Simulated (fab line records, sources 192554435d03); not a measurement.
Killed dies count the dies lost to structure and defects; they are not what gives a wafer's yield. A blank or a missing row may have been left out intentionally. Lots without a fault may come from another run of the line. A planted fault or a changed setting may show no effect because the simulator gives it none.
Split-lot study	flow n5-finfet	21 wafers read across 7 lots, on a route 1938 steps long

## THE SPLIT ITSELF
At N5_BEOL_M10_TRENCH_ETCH_37 (etches SiCOH lowk in C4F6/O2, target depth 148.83 nm, time 48 s), the setting bias-w was moved away from the recipe's 185 W on 6 of the 21 wafers read, by -7.2% to +11.5%. This setting was run at the recipe's value on the other wafers.

The reading comes from the split's own step.

## THE READING
rf-vpp-V, in V, at N5_BEOL_M10_TRENCH_ETCH_37 (etches SiCOH lowk in C4F6/O2, target depth 148.83 nm, time 48 s). Fault-free wafers of this fab line usually give 662 V, standard deviation 19 V.

wafer	tool, chamber at the split	bias-w as run, W	against the recipe	rf-vpp-V, V	against lot-mates on the recipe
L074.1	rie-diel-01, 0	185	recipe	681	-
L074.2	rie-diel-01, 2	185	recipe	640	-
L074.4	rie-diel-01, 1	198.2	+7.1%	715	+54
L081.2	rie-diel-01, 1	185	recipe	676	-
L081.3	rie-diel-01, 3	185	recipe	672	-
L081.5	rie-diel-01, 0	185	recipe	681	-
L088.2	rie-diel-01, 3	185	recipe	673	-
L088.3	rie-diel-01, 1	185	recipe	677	-
L088.6	rie-diel-01, 0	202.3	+9.4%	730	+55
L089.2	rie-diel-01, 1	185	recipe	676	-
L089.3	rie-diel-01, 0	185	recipe	680	-
L089.4	rie-diel-01, 3	185	recipe	672	-
L091.2	rie-diel-01, 0	206.2	+11.5%	742	+67
L091.4	rie-diel-01, 0	206.2	+11.5%	741	+66
L091.5	rie-diel-01, 1	185	recipe	675	-
L094.1	rie-diel-04, 2	171.7	-7.2%	616	-80
L094.4	rie-diel-04, 3	171.7	-7.2%	606	-90
L094.6	rie-diel-04, 1	185	recipe	696	-
L096.1	rie-diel-01, 0	185	recipe	680	-
L096.4	rie-diel-01, 1	185	recipe	676	-
L096.6	rie-diel-01, 1	185	recipe	675	-

THE FIT
A straight line over all 21 wafers: rf-vpp-V changes by +6.57 V for each +1% of bias-w; r = +0.94; the points scatter about the line by 11 V.
The same after taking each lot's own level away (the mean of its wafers on the recipe; 21 wafers): +7.51 V for each +1%; r = +0.94; scatter 13 V.
That fit puts the effect of the largest move of bias-w on the reading at 86 V.
The span of the lots' own levels, 660.5 to 696.0 V, comes to 1.9 times the standard deviation stated above.
Hence the slope depends on the lot-to-lot level, as the two fits are not the same.
Check: with one of the wafers moved furthest among these (+11.5%) left out of the fit, the line predicts +85.6 V for it against its lot-mates. It came out at +67 V against them.
Tool readings at the split's step, against how far the setting was moved: rf-vpp-V r = +0.94.

## OTHER SPLITS ON THESE WAFERS
Before the reading, these wafers also passed through other splits. Each is held against what the fit with the lots' levels taken away leaves over:
other split on the same wafers	wafers away from the commonest value	r with rf-vpp-V (lot level and that fit taken away)
N5_BEOL_M7_COAT_71 spin-rpm	10	-0.26
N5_BEOL_M7_DESCUM_33 time-s	5	+0.37
N5_BEOL_M8_TRENCH_ETCH_37 time-s	6	+0.26
N5_BEOL_M9_COAT_05 spin-rpm	4	-0.28
N5_BEOL_M10_VIA_ETCH_34 source-w	7	+0.07

## THE FILE'S OWN FIT
rf-vpp-V changes by +7.11 V for each +1% of bias-w, r = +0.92.
